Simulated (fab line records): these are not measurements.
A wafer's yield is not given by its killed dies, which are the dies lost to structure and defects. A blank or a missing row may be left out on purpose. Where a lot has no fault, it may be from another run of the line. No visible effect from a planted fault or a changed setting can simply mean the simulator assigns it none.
fab line records + flow nand_harc
record:
- lots: 6
- wafers: 18
- last_day: 31
route steps=1302 shown A_WL_FILL@953 END@1302
lots with no fault: from the same line, run without faults
start_h: start of the lot's first displayed wafer, in hours after the record's first day + wait_h: hours from the lot's prior step to this one + " unchanged from the row above + L1.1+2: one row covering several wafers at once + - either no value or no given start + * or withheld: withheld + < > ~ a bound
route shown NAME@n: NAME is a module with steps in the file, n the number in the route of the first one + usual: the fault-free wafers' mean and standard deviation + same: alike in all rows + chamber/n: place in a boat + sites: the reading at each site + _std_site: their standard deviation + _edge_site: outer sites' mean less inner sites' + radius_mm: how far each site lies from the wafer's centre + mask NAME#n: copy n + behind: the tool/chamber that last shaped the wafer + hold: what put the lot on hold/how long, in hours/how the hold closed + device: whichever transistor did not switch (one of n, p or np) + end of line: the same wafers' tests at the end of the route + a step given without rows: its recipe and nothing more + killed: not the wafer's yield, but the dies lost to structure and defects at the first sort + map: dies across one wafer; x = killed, . = not, _ = none there
set.NAME: the setting as run; set.NAME@STEP: as run at that earlier step + model.NAME: the simulator's own value behind a step, which no gauge read
lots at some steps of the route; a table a step, a row a wafer
services: when a tool's chamber went out of use (start_h, in hours from the record's first day, below 0 if earlier), for how many hours, and the reason
== steps ==
step: NHARC_A_WL_FILL_RTA_01
recipe:
- temp_c: 1000
- time_s: 5
usual:
- lamp_power_pct: 28.9/1.3
- wafer_temp_C_max: 1003.7/0.76
| lot.wafer | tool          | chamber | start_h | wait_h | lamp_power_pct | wafer_temp_C_max |
|-----------|---------------|---------|---------|--------|----------------|------------------|
| L332.2    | rtp_anneal-02 | 0       | 493.99  | -      | 30.1           | 1002.4           |
| L332.3    | "             | 0       | "       | "      | 30.0           | 1004.0           |
| L332.6    | "             | 0       | "       | "      | 30.0           | 1003.1           |
| L335.3    | rtp_anneal-01 | 0       | 511.56  | -      | 27.4           | 1003.7           |
| L335.4    | "             | 0       | "       | "      | 27.5           | 1003.7           |
| L335.5    | "             | 0       | "       | "      | 27.5           | 1003.7           |
| L337.1    | rtp_anneal-02 | 0       | 525.31  | -      | 30.0           | 1003.0           |
| L337.2    | "             | 0       | "       | "      | 30.1           | 1003.5           |
| L337.6    | "             | 0       | "       | "      | 30.1           | 1003.2           |
| L339.2    | rtp_anneal-02 | 0       | 550.00  | -      | 30.0           | 1003.5           |
| L339.3    | "             | 0       | "       | "      | 30.0           | 1004.4           |
| L339.4    | "             | 0       | "       | "      | 30.0           | 1004.9           |
| L346.1    | rtp_anneal-01 | 0       | 616.36  | -      | 27.4           | 1003.4           |
| L346.3    | "             | 0       | "       | "      | 27.4           | 1004.6           |
| L346.5    | "             | 0       | "       | "      | 27.4           | 1005.3           |
| L348.1    | rtp_anneal-02 | 0       | 653.20  | -      | 30.1           | 1002.7           |
| L348.2    | "             | 0       | "       | "      | 30.1           | 1003.0           |
| L348.6    | "             | 0       | "       | "      | 30.1           | 1004.9           |
step: NHARC_A_WL_FILL_ALD_02
recipe:
- target_thk_a: 20
- pulse_time_s: 3
- ald_cycles: 100
- temp_c: 450
- material: TiN
usual:
- ald_cycles: 100/0
- heater_power_outer_w: 687/79
- heater_power_w: 1077/130
- precursor_pulse_height_rel: 0.999/0.02
same:
- pulse_time_s: 3
| lot.wafer | tool         | chamber | start_h | wait_h | ald_cycles | heater_power_outer_w | heater_power_w | precursor_pulse_height_rel |
|-----------|--------------|---------|---------|--------|------------|----------------------|----------------|----------------------------|
| L332.3    | ald_metal-01 | 0       | 494.22  | 0.2    | 100        | 663                  | 1017           | 0.954                      |
| L332.2    | "            | 1       | "       | "      | 100        | 621                  | 1006           | 0.993                      |
| L332.6    | "            | 3       | "       | "      | 100        | 789                  | 1124           | 1.025                      |
| L335.4    | ald_metal-02 | 1       | 511.75  | 0.1    | 100        | 735                  | 1167           | 0.967                      |
| L335.3    | "            | 3       | "       | "      | 100        | 599                  | 890            | 0.978                      |
| L335.5    | "            | 1       | "       | "      | 100        | 785                  | 1173           | 0.997                      |
| L337.2    | ald_metal-03 | 3       | 525.52  | 0.2    | 100        | 852                  | 1339           | 1.037                      |
| L337.1    | "            | 1       | "       | "      | 100        | 678                  | 1188           | 1.008                      |
| L337.6    | "            | 0       | "       | "      | 100        | 653                  | 1048           | 0.984                      |
| L339.3    | ald_metal-03 | 3       | 550.19  | 0.1    | 100        | 839                  | 1336           | 0.995                      |
| L339.2    | "            | 0       | "       | "      | 100        | 660                  | 999            | 0.981                      |
| L339.4    | "            | 1       | "       | "      | 100        | 660                  | 1194           | 0.987                      |
| L346.1    | ald_metal-03 | 0       | 616.79  | 0.4    | 100        | 660                  | 1009           | 1.013                      |
| L346.3    | "            | 1       | "       | "      | 100        | 722                  | 1242           | 1.007                      |
| L346.5    | "            | 3       | "       | "      | 100        | 844                  | 1339           | 0.992                      |
| L348.2    | ald_metal-01 | 1       | 653.45  | 0.2    | 100        | 574                  | 986            | 1.025                      |
| L348.1    | "            | 2       | "       | "      | 100        | 685                  | 1069           | 0.971                      |
| L348.6    | "            | 1       | "       | "      | 100        | 581                  | 975            | 0.973                      |
step: NHARC_A_WL_FILL_CVD_03
recipe:
- target_thk_a: 400
- temp_c: 300
- pressure_torr: 40
- wf6_flow_sccm: 40
- h2_flow_sccm: 1600
- ar_flow_sccm: 1560
- time_s: 279
- material: W
step: NHARC_A_WL_FILL_ETCHBACK_04
recipe:
- target_depth_a: 600
- time_s: 120
- chemistry: NF3
step: NHARC_A_WL_FILL_ETCHBACK_05
recipe:
- target_depth_a: 220
- time_s: 60
- temp_c: 40
- chemistry: Cl2/BCl3
usual:
- drypump_motor_current_A: 5.66/0.25
- oes_product_au: 1.003/0.0064
- temp_c: 40.01/0.13
| lot.wafer | tool         | chamber | start_h | wait_h | drypump_motor_current_A | oes_product_au | rf_hours_counter_h | temp_c |
|-----------|--------------|---------|---------|--------|-------------------------|----------------|--------------------|--------|
| L332.2    | rie_metal-01 | 1       | 495.51  | 0.2    | 5.93                    | 1.010          | 1.5                | 39.89  |
| L332.3    | "            | 0       | "       | "      | 5.67                    | 0.996          | -                  | 39.89  |
| L332.6    | "            | 1       | "       | "      | 5.92                    | 1.004          | -                  | 39.99  |
| L335.4    | rie_metal-01 | 1       | 512.79  | 0.2    | 5.95                    | 1.002          | -                  | 39.94  |
| L335.3    | "            | 0       | "       | "      | 5.70                    | 1.007          | -                  | 39.95  |
| L335.5    | "            | 1       | "       | "      | 5.97                    | 1.009          | -                  | 39.93  |
| L337.1    | rie_metal-01 | 0       | 526.57  | 0.2    | 5.69                    | 0.999          | 2.4                | 39.99  |
| L337.2    | "            | 1       | "       | "      | 5.91                    | 0.998          | 2.4                | 39.99  |
| L337.6    | "            | 1       | "       | "      | 5.92                    | 1.003          | -                  | 39.98  |
| L339.2    | rie_metal-02 | 0       | 551.23  | 0.2    | 5.77                    | 1.009          | 1.5                | 39.90  |
| L339.3    | "            | 0       | "       | "      | 5.76                    | 1.015          | -                  | 39.97  |
| L339.4    | "            | 1       | "       | "      | 5.25                    | 1.008          | -                  | 40.05  |
| L346.1    | rie_metal-03 | 1       | 617.82  | 0.2    | 5.91                    | 0.993          | 2.6                | 39.81  |
| L346.3    | "            | 1       | "       | "      | 5.90                    | 1.003          | -                  | 39.88  |
| L346.5    | "            | 1       | "       | "      | 5.91                    | 0.998          | -                  | 39.98  |
| L348.2    | rie_metal-02 | 0       | 654.47  | 0.2    | 5.73                    | 1.003          | 0.6                | 39.93  |
| L348.1    | "            | 1       | "       | "      | 5.26                    | 1.018          | 0.6                | 39.79  |
| L348.6    | "            | 0       | "       | "      | 5.73                    | 1.017          | -                  | 40.03  |
step: NHARC_A_WL_FILL_STRIP_27
recipe:
- power_w: 1500
- temp_c: 250
- time_s: 20
- chemistry: N2/H2
usual:
- drypump_motor_current_A: 5.8/0.38
- heater_power_w: 342/33
- rf_refl_power_W: 21/4.9
- temp_c: 250.01/0.17
| lot.wafer | tool            | chamber | start_h | wait_h | drypump_motor_current_A | heater_power_w | rf_hours_counter_h | rf_refl_power_W | temp_c |
|-----------|-----------------|---------|---------|--------|-------------------------|----------------|--------------------|-----------------|--------|
| L332.2    | plasma_asher-02 | 1       | 495.64  | 0.1    | 5.8                     | 386            | 11                 | -               | 250.16 |
| L332.3    | "               | 1       | "       | "      | 5.8                     | 410            | -                  | -               | 250.12 |
| L332.6    | "               | 1       | "       | "      | 5.8                     | 400            | -                  | -               | 250.08 |
| L335.3    | plasma_asher-02 | 0       | 512.95  | 0.1    | 5.7                     | 338            | -                  | 19              | 249.92 |
| L335.4    | "               | 1       | "       | "      | 5.8                     | 382            | -                  | 25              | 250.01 |
| L335.5    | "               | 0       | "       | "      | 5.7                     | 331            | -                  | 18              | 250.05 |
| L337.2    | plasma_asher-02 | 0       | 527.22  | 0.6    | 5.7                     | 342            | 21                 | 19              | 249.94 |
| L337.1    | "               | 1       | "       | "      | 5.8                     | 392            | 21                 | 26              | 249.98 |
| L337.6    | "               | 1       | "       | "      | 5.8                     | 407            | -                  | 25              | 249.99 |
| L339.2    | plasma_asher-01 | 0       | 551.39  | 0.1    | 5.4                     | 349            | 5                  | 16              | 250.02 |
| L339.3    | "               | 1       | "       | "      | 6.4                     | 305            | -                  | 27              | 249.94 |
| L339.4    | "               | 0       | "       | "      | 5.4                     | 341            | -                  | 16              | 250.08 |
| L346.1    | plasma_asher-01 | 1       | 617.95  | 0.1    | 6.3                     | 308            | 17                 | 27              | 250.03 |
| L346.3    | "               | 1       | "       | "      | 6.3                     | 305            | -                  | 27              | 250.00 |
| L346.5    | "               | 1       | "       | "      | 6.3                     | 311            | -                  | 27              | 250.06 |
| L348.1    | plasma_asher-01 | 0       | 654.61  | 0.1    | 5.4                     | 342            | 25                 | 15              | 249.88 |
| L348.2    | "               | 1       | "       | "      | 6.3                     | 309            | 25                 | 26              | 250.05 |
| L348.6    | "               | 1       | "       | "      | 6.3                     | 305            | -                  | 26              | 249.94 |
step: NHARC_A_WL_FILL_STRIP_28
recipe:
- time_s: 1200
- temp_c: 72.5
- chemistry: post_etch_residue_remover
step: NHARC_A_WL_FILL_PRECLEAN_06
recipe:
- time_s: 300
- chemistry: DIW
step: NHARC_A_WL_FILL_SRD_07
step: NHARC_A_WL_FILL_ANNEAL_08
recipe:
- temp_c: 450
- time_s: 1800
step: NHARC_A_WL_FILL_ALD_10
recipe:
- target_thk_a: 500
- pulse_time_s: 10
- ald_cycles: 500
- temp_c: 300
- material: SiO2
usual:
- ald_cycles: 500/0
- heater_power_outer_w: 263/35
- heater_power_w: 458/42
- precursor_pulse_height_rel: 1.000/0.02
same:
- pulse_time_s: 10
| lot.wafer | tool      | chamber | start_h | wait_h | ald_cycles | heater_power_outer_w | heater_power_w | precursor_pulse_height_rel |
|-----------|-----------|---------|---------|--------|------------|----------------------|----------------|----------------------------|
| L332.3    | ald_hk-03 | 0       | 503.45  | 0.0    | 500        | 248                  | 455            | 1.002                      |
| L332.2    | "         | 1       | "       | "      | 500        | 207                  | 414            | 0.979                      |
| L332.6    | "         | 1       | 506.00  | 2.6    | 500        | 210                  | 408            | 0.983                      |
| L335.3    | ald_hk-03 | 1       | 520.32  | 0.6    | 500        | 214                  | 417            | 0.990                      |
| L335.4    | "         | 2       | "       | "      | 474        | 253                  | 444            | 0.992                      |
| L335.5    | "         | 0       | 521.86  | 2.1    | 500        | 254                  | 451            | 0.973                      |
| L337.1    | ald_hk-03 | 2       | 532.73  | 1.1    | 474        | 255                  | 438            | 1.011                      |
| L337.2    | "         | 3       | "       | "      | 500        | 336                  | 504            | 0.979                      |
| L337.6    | "         | 0       | "       | "      | 500        | 251                  | 445            | 0.987                      |
| L339.4    | ald_hk-01 | 0       | 557.79  | 0.6    | 500        | 279                  | 492            | 1.003                      |
| L339.2    | "         | 1       | "       | "      | 500        | 281                  | 476            | 0.988                      |
| L339.3    | "         | 2       | "       | "      | 500        | 242                  | 431            | 1.023                      |
| L346.1    | ald_hk-02 | 0       | 623.85  | 0.6    | 500        | 260                  | 466            | 1.015                      |
| L346.3    | "         | 1       | "       | "      | 500        | 266                  | 479            | 0.994                      |
| L346.5    | "         | 0       | 625.91  | 2.6    | 500        | 275                  | 456            | 1.016                      |
| L348.1    | ald_hk-03 | 1       | 662.50  | 2.6    | 500        | 213                  | 413            | 1.006                      |
| L348.2    | "         | 2       | "       | "      | 500        | 235                  | 419            | 1.040                      |
| L348.6    | "         | 1       | 664.55  | 4.6    | 500        | 216                  | 426            | 1.015                      |
step: NHARC_A_WL_FILL_ETCHBACK_16
recipe:
- target_depth_a: 1200
- time_s: 24
- c4f8_flow_sccm: withheld
- o2_flow_sccm: 8
- ar_flow_sccm: withheld
- rf_w: 600
- bias_w: 800
- chemistry: C4F8/O2/Ar
usual:
- oes_product_au: 0.983/0.029
- rf_vpp_V: 723/4.1
| lot.wafer | tool        | chamber | start_h | wait_h | oes_product_au | rf_hours_counter_h | rf_vpp_V |
|-----------|-------------|---------|---------|--------|----------------|--------------------|----------|
| L332.2    | rie_diel-05 | 0       | -       | -      | 1.001          | 2.2                | 731      |
| L332.3    | "           | 1       | "       | "      | 1.004          | 2.1                | 727      |
| L332.6    | "           | 1       | "       | "      | 1.000          | -                  | 727      |
| L335.3    | rie_diel-01 | 3       | -       | -      | 0.970          | 8.6                | 720      |
| L335.4    | "           | 0       | "       | "      | 0.965          | 7.6                | 720      |
| L335.5    | "           | 1       | "       | "      | 0.961          | -                  | 727      |
| L337.2    | rie_diel-01 | 2       | -       | -      | 0.997          | 9.3                | 719      |
| L337.1    | "           | 0       | "       | "      | 1.003          | 8.2                | 719      |
| L337.6    | "           | 3       | "       | "      | 0.994          | -                  | 724      |
| L339.2    | rie_diel-02 | 1       | -       | -      | 0.993          | 4.9                | 731      |
| L339.3    | "           | 2       | "       | "      | 0.995          | 4.5                | 722      |
| L339.4    | "           | 3       | "       | "      | 1.007          | 3.9                | 721      |
| L346.3    | rie_diel-05 | 0       | -       | -      | 0.991          | 1.3                | 729      |
| L346.1    | "           | 1       | "       | "      | 1.001          | 1.3                | 727      |
| L346.5    | "           | 0       | "       | "      | 0.993          | -                  | 729      |
| L348.2    | rie_diel-01 | 1       | -       | -      | 0.934          | 6.2                | 725      |
| L348.1    | "           | 2       | "       | "      | 0.933          | 5.9                | 717      |
| L348.6    | "           | 3       | "       | "      | 0.931          | -                  | 721      |
step: NHARC_END_SORT_01
recipe:
- temp_c: 25
usual:
- killed_at_array: 54/23
- killed_at_other: 1.2/1.5
- killed_at_periphery: 3.9/2.5
- killed_dies: 59/23
- killed_open: 3.2/1.7
- killed_short: 2.4/1.6
same:
- gross_dies: 677
| lot.wafer | tool      | chamber | start_h | wait_h | killed_at_array | killed_at_other | killed_at_periphery | killed_dies | killed_open | killed_short |
|-----------|-----------|---------|---------|--------|-----------------|-----------------|---------------------|-------------|-------------|--------------|
| L332.2    | prober-02 | 0       | 588.80  | 2.8    | 26              | 0               | 7                   | 33          | 2           | 2            |
| L332.3    | prober-02 | 0       | 589.60  | 3.1    | 26              | 1               | 6                   | 33          | 3           | 5            |
| L332.6    | prober-02 | 0       | 592.00  | 4.0    | 31              | 1               | 3                   | 35          | 2           | 1            |
| L337.1    | prober-02 | 0       | 623.09  | 2.5    | 95              | 1               | 5                   | 101         | 6           | 2            |
| L337.2    | prober-02 | 0       | 623.89  | 2.8    | 73              | 3               | 4                   | 80          | 2           | 1            |
| L337.6    | prober-02 | 0       | 627.10  | 4.0    | 104             | 3               | 6                   | 113         | 3           | 5            |
killed by level:class
L332.2 A_CHANNEL_HOLE_D2:chamber_film_flake=11 A_CONTACT:chamber_film_flake=9 P_GATE:chamber_film_flake=6 P_STI:geometric_particle:short=1 A_CHANNEL_FILL_D1:geometric_particle:short=1 A_CHANNEL_HOLE_D2:geometric_particle:open=1 A_M0:geometric_particle:open=1 A_CHANNEL_HOLE_D1:chamber_film_flake=1
L332.3 A_CONTACT:chamber_film_flake=9 P_GATE:chamber_film_flake=5 A_CHANNEL_HOLE_D2:chamber_film_flake=4 A_ZERO_WELL:chamber_film_flake=2 A_SGD_CUT:chamber_film_flake=2 P_M0:geometric_particle:short=1 A_ONON_D1:geometric_particle:short=1 A_ONON_D1:geometric_particle:open=1
L332.6 A_CHANNEL_HOLE_D2:chamber_film_flake=10 A_CONTACT:chamber_film_flake=10 A_SGD_CUT:chamber_film_flake=3 P_GATE:chamber_film_flake=2 A_CHANNEL_HOLE_D1:chamber_film_flake=2 A_CHANNEL_FILL_D2:chamber_film_flake=2 P_CONTACT:geometric_particle:open=1 A_SGD_CUT:geometric_particle:open=1
L337.1 A_CHANNEL_HOLE_D1:chamber_film_flake=28 A_SLIT:chamber_film_flake=26 A_CHANNEL_HOLE_D2:chamber_film_flake=25 A_CONTACT:chamber_film_flake=7 P_GATE:chamber_film_flake=3 P_GATE:geometric_particle:open=1 A_SOURCE_PLATE:geometric_particle:short=1 A_DECK1_JOINT:geometric_particle:open=1
L337.2 A_CHANNEL_HOLE_D1:chamber_film_flake=21 A_CHANNEL_HOLE_D2:chamber_film_flake=20 A_SLIT:chamber_film_flake=18 A_CHANNEL_FILL_D1:chamber_film_flake=4 A_CONTACT:chamber_film_flake=4 P_GATE:chamber_film_flake=3 THIN_TSV:chamber_film_flake=3 A_M1:chamber_film_flake=2
L337.6 A_CHANNEL_HOLE_D2:chamber_film_flake=39 A_CHANNEL_HOLE_D1:chamber_film_flake=28 A_SLIT:chamber_film_flake=24 P_GATE:chamber_film_flake=5 A_CONTACT:chamber_film_flake=5 A_ONON_D1:geometric_particle:short=2 A_CHANNEL_FILL_D2:geometric_particle:short=2 THIN_TSV:chamber_film_flake=2
== services ==
| tool            | chamber | start_h | hours | kind   |
|-----------------|---------|---------|-------|--------|
| rie_diel-05     | -       | 496.29  | 0.9   | repair |
| rie_diel-01     | 2       | 510.22  | 2.7   | repair |
| plasma_asher-01 | -       | 519.40  | 9.0   | pm     |
| ald_metal-01    | -       | 526.00  | 10.0  | pm     |
| ald_metal-03    | 1       | 539.98  | 9.7   | repair |
| rie_diel-01     | -       | 557.80  | 9.0   | pm     |
| rie_metal-02    | 0       | 567.14  | 1.1   | repair |
| ald_metal-01    | -       | 569.07  | 1.4   | repair |
| ald_hk-03       | -       | 569.12  | 10.0  | pm     |
| rie_metal-01    | -       | 575.00  | 9.0   | pm     |
| ald_metal-01    | 3       | 575.61  | 8.0   | repair |
| ald_metal-03    | 0       | 577.10  | 25.6  | repair |
| ald_metal-03    | -       | 577.85  | 10.0  | pm     |
| rie_diel-05     | -       | 583.60  | 9.0   | pm     |
| plasma_asher-01 | -       | 597.67  | 4.4   | repair |
| plasma_asher-02 | -       | 603.23  | 9.0   | pm     |
| ald_metal-01    | -       | 609.97  | 0.4   | repair |
| rie_diel-01     | 3       | 624.05  | 5.0   | repair |
| rie_diel-01     | 1       | 625.60  | 4.1   | repair |
| rie_metal-02    | -       | 631.00  | 9.0   | pm     |
| rie_diel-01     | 0       | 652.84  | 15.8  | repair |
| ald_metal-03    | 3       | 658.49  | 3.2   | repair |
| plasma_asher-02 | -       | 660.20  | 97.5  | repair |
| rie_metal-01    | 1       | 662.53  | 2.4   | repair |
== key ==
first_sign:
- step: NHARC_A_WL_FILL_ALD_10
- reading: ald_cycles
- direction: down
- sigmas: 99+
- usual: 500
- struck: 474
effect none on later readings
met_at NHARC_A_WL_FILL_ALD_10
struck_wafers L335.4,L337.1
tester_left_out L335,L337
fault:
- kind: process_parameter_drift
- tool: ald_hk-03
- chamber: 2
- onset_h: 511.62
- steps: NHARC_A_WL_FILL_ALD_10
- channel: ald_cycles
- offset: -26
- shape: step
- end_h: 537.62
- acts_in: these_recipes_only
- stated: 500
tester_left_out: of these lots the tester's yield and bins aren't shown, on N5 and GAA mostly nor the transistor test; their killed dies are dies lost to structure and defects alone, not to doping, threshold or leakage, so they don't give the yield
